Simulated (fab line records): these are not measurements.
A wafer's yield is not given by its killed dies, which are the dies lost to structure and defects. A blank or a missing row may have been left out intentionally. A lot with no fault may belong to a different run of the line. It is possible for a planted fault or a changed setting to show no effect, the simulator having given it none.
What tool caused it? + flow n5-finfet + Sampling: 11 lots, 33 wafers, 5 of 1938 route steps

WHAT THE GAUGES READ, wafer by wafer
N5_BEOL_M12_INSPECT_55: inspects for defects (darkfield).
| lot  | measured     | on                | raw-defect-count |
|------|--------------|-------------------|------------------|
| L468 | day 10 15:28 | defect-inspect-01 | 43 54 50         |
| L470 | day 11 02:04 | defect-inspect-01 | 63 61 68         |
| L469 | day 11 02:41 | defect-inspect-02 | 66 52 60         |
| L471 | day 11 11:23 | defect-inspect-01 | 75 87 151        |
| L472 | day 11 23:19 | defect-inspect-01 | 83 57 90         |
| L484 | day 14 21:44 | defect-inspect-02 | 74 44 70         |
| L481 | day 14 21:49 | defect-inspect-01 | 88 100 89        |
| L483 | day 15 08:21 | defect-inspect-01 | 72 48 73         |
| L486 | day 15 08:54 | defect-inspect-02 | 94 103 58        |
| L488 | day 16 02:50 | defect-inspect-02 | 85 84 97         |
| L487 | day 16 02:59 | defect-inspect-02 | 53 65 87         |

N5_BEOL_M13_CD_MEAS_10: target cd 190 nm.
| lot  | measured     | on        | cd-nm (nm)        |
|------|--------------|-----------|-------------------|
| L468 | day 10 16:05 | cd-sem-02 | 189.7 188.5 189.5 |
| L470 | day 11 02:33 | cd-sem-02 | 189.7 190.7 189.6 |
| L469 | day 11 03:17 | cd-sem-01 | 188.3 189.4 187.6 |
| L471 | day 11 11:52 | cd-sem-03 | 187.9 187.0 187.8 |
| L472 | day 12 04:07 | cd-sem-01 | 188.6 187.5 188.1 |
| L484 | day 14 22:21 | cd-sem-02 | 186.9 188.4 187.4 |
| L481 | day 14 22:31 | cd-sem-02 | 189.8 189.9 188.7 |
| L483 | day 15 08:58 | cd-sem-03 | 188.6 189.0 187.5 |
| L486 | day 15 09:31 | cd-sem-01 | 188.0 188.0 188.0 |
| L488 | day 16 03:22 | cd-sem-02 | 188.1 188.7 188.9 |
| L487 | day 16 03:28 | cd-sem-01 | 187.7 188.0 188.3 |

N5_BEOL_M13_CD_MEAS_28: target cd 209.5 nm.
| lot  | measured     | on        | cd-nm (nm)        |
|------|--------------|-----------|-------------------|
| L468 | day 10 17:17 | cd-sem-03 | 210.5 210.4 210.6 |
| L470 | day 11 03:29 | cd-sem-01 | 209.0 209.5 211.0 |
| L469 | day 11 04:22 | cd-sem-01 | 210.3 210.6 211.6 |
| L471 | day 11 12:49 | cd-sem-03 | 210.2 210.6 211.0 |
| L472 | day 12 05:03 | cd-sem-02 | 209.9 209.5 209.6 |
| L484 | day 14 23:32 | cd-sem-03 | 209.9 210.6 209.6 |
| L481 | day 14 23:42 | cd-sem-03 | 217.1 216.1 216.0 |
| L483 | day 15 09:55 | cd-sem-02 | 214.0 214.5 214.4 |
| L486 | day 15 10:35 | cd-sem-03 | 211.7 211.9 211.3 |
| L488 | day 16 04:52 | cd-sem-03 | 209.6 210.4 210.3 |
| L487 | day 16 04:58 | cd-sem-01 | 211.0 211.3 211.6 |

TOOL THAT RAN EACH LOT (tool first, then ch and the chambers of the sampled wafers, then the start)
| lot  | N5_BEOL_M13_STRIP_63                 | N5_BEOL_M13_EXPOSE_25             |
|------|--------------------------------------|-----------------------------------|
| L468 | plasma-asher-02 ch 0,1, day 10 16:38 | krf-scanner-01 ch 0, day 10 17:07 |
| L470 | plasma-asher-01 ch 0,1, day 11 02:58 | krf-scanner-02 ch 0, day 11 03:19 |
| L469 | plasma-asher-02 ch 0,1, day 11 03:42 | krf-scanner-01 ch 0, day 11 04:11 |
| L471 | plasma-asher-01 ch 0,1, day 11 12:18 | krf-scanner-01 ch 0, day 11 12:40 |
| L472 | plasma-asher-02 ch 0,1, day 12 04:32 | krf-scanner-01 ch 0, day 12 04:53 |
| L484 | plasma-asher-02 ch 0,1, day 14 22:52 | krf-scanner-02 ch 0, day 14 23:22 |
| L481 | plasma-asher-02 ch 0,1, day 14 23:02 | krf-scanner-01 ch 0, day 14 23:32 |
| L483 | plasma-asher-02 ch 0,1, day 15 09:23 | krf-scanner-01 ch 0, day 15 09:45 |
| L486 | plasma-asher-01 ch 0,1, day 15 09:55 | krf-scanner-02 ch 0, day 15 10:25 |
| L488 | plasma-asher-01 ch 0,1, day 16 04:20 | krf-scanner-02 ch 0, day 16 04:42 |
| L487 | plasma-asher-02 ch 0,1, day 16 04:26 | krf-scanner-02 ch 0, day 16 04:47 |
- N5_BEOL_M13_STRIP_63: strips in N2/H2.
- N5_BEOL_M13_EXPOSE_25: exposes mask M13, target cd 210 nm.

WHAT THE TOOLS THEMSELVES READ (means of the sampled wafers that have a number; where no wafer has one, the mark that the record gives instead)
N5_BEOL_M13_STRIP_63.
| lot  | tool            | drypump-motor-current-A (A) | heater-power-w (W) | n2-flow-sccm (sccm) | oes-product-au (a.u.) | strip-time-to-endpoint-s (s) |
|------|-----------------|-----------------------------|--------------------|---------------------|-----------------------|------------------------------|
| L468 | plasma-asher-02 | 5.3                         | 370                | 1749                | 0.674                 | 28.8                         |
| L470 | plasma-asher-01 | 6.3                         | 327                | 1754                | 0.676                 | 28.2                         |
| L469 | plasma-asher-02 | 5.4                         | 344                | 1748                | 0.673                 | 27.9                         |
| L471 | plasma-asher-01 | 6.5                         | 333                | 1747                | 0.673                 | 28.0                         |
| L472 | plasma-asher-02 | 5.2                         | 367                | 1747                | 0.670                 | 25.9                         |
| L484 | plasma-asher-02 | 5.4                         | 347                | 1746                | 0.673                 | 29.3                         |
| L481 | plasma-asher-02 | 5.4                         | 346                | 1749                | 0.675                 | 28.4                         |
| L483 | plasma-asher-02 | 5.4                         | 343                | 1752                | 0.672                 | 28.1                         |
| L486 | plasma-asher-01 | 6.4                         | 331                | 1750                | 0.671                 | 29.2                         |
| L488 | plasma-asher-01 | 6.3                         | 326                | 1748                | 0.669                 | 27.4                         |
| L487 | plasma-asher-02 | 5.2                         | 371                | 1755                | 0.679                 | 28.5                         |

N5_BEOL_M13_EXPOSE_25.
| lot  | tool           | exposure-dose-mJ-cm2 |
|------|----------------|----------------------|
| L468 | krf-scanner-01 | 21.987               |
| L470 | krf-scanner-02 | 21.986               |
| L469 | krf-scanner-01 | 22.011               |
| L471 | krf-scanner-01 | 21.971               |
| L472 | krf-scanner-01 | 21.996               |
| L484 | krf-scanner-02 | 21.976               |
| L481 | krf-scanner-01 | 23.181               |
| L483 | krf-scanner-01 | 22.788               |
| L486 | krf-scanner-02 | 21.952               |
| L488 | krf-scanner-02 | 21.987               |
| L487 | krf-scanner-02 | 21.994               |

THE ANSWER, worked out from the rows above alone
Rule: the lots themselves supply what counts as usual. The widest of any qualifying gaps counts: lots, ordered by their means at a reading, are off when they make up no more than a third of the lots, leave a main group of 4 or more, and stand apart from it by 3 or more times the standard deviation of that group's means. If all means in a main group match to the digits the tables above print for the reading, that group is not used. Also off: a lot with no number at a reading for which 4 or more lots have one. All remaining lots with rows at the step are treated as sound. Order of review: gauges by route order, followed by the tools' own readings, for which a lot's mean as printed above is used. The first step at which some lot is off is used, and at that step the reading that is off furthest; a lot without a number counts as furthest.
Off: L481, L483, at N5_BEOL_M13_CD_MEAS_28 (cd-nm). The main group has a mean of 210.5 nm with a standard deviation of 0.63.
If a tool, at a process step before that reading, ran all the lots that are off and no sound lot after the first of them, it fits. The gauges at N5_BEOL_M13_CD_MEAS_28 aren't tried: what is off there is off at N5_BEOL_M13_EXPOSE_25 too, on other tools, and a gauge's error can't cause that. One fits: krf-scanner-01 at N5_BEOL_M13_EXPOSE_25. A fault onset in the window from L472 (day 12 04:53, its last sound lot) to L481 (day 14 23:32, its first lot off) fits.
On the lots that are off, the tool's own readings at N5_BEOL_M13_EXPOSE_25 differ by more than 5 times the standard deviation of the sound lots' means, which bears it out; exposure-dose-mJ-cm2 reads 22.985 there versus 21.984 on the sound lots.

WHAT THE SIMULATOR PUT IN
Drift in process parameters on krf-scanner-01 at N5_BEOL_M13_EXPOSE_25, starting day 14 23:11. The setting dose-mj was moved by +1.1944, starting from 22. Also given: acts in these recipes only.
Struck lots among those shown: L481, L483. The rule given above showed the same thing.
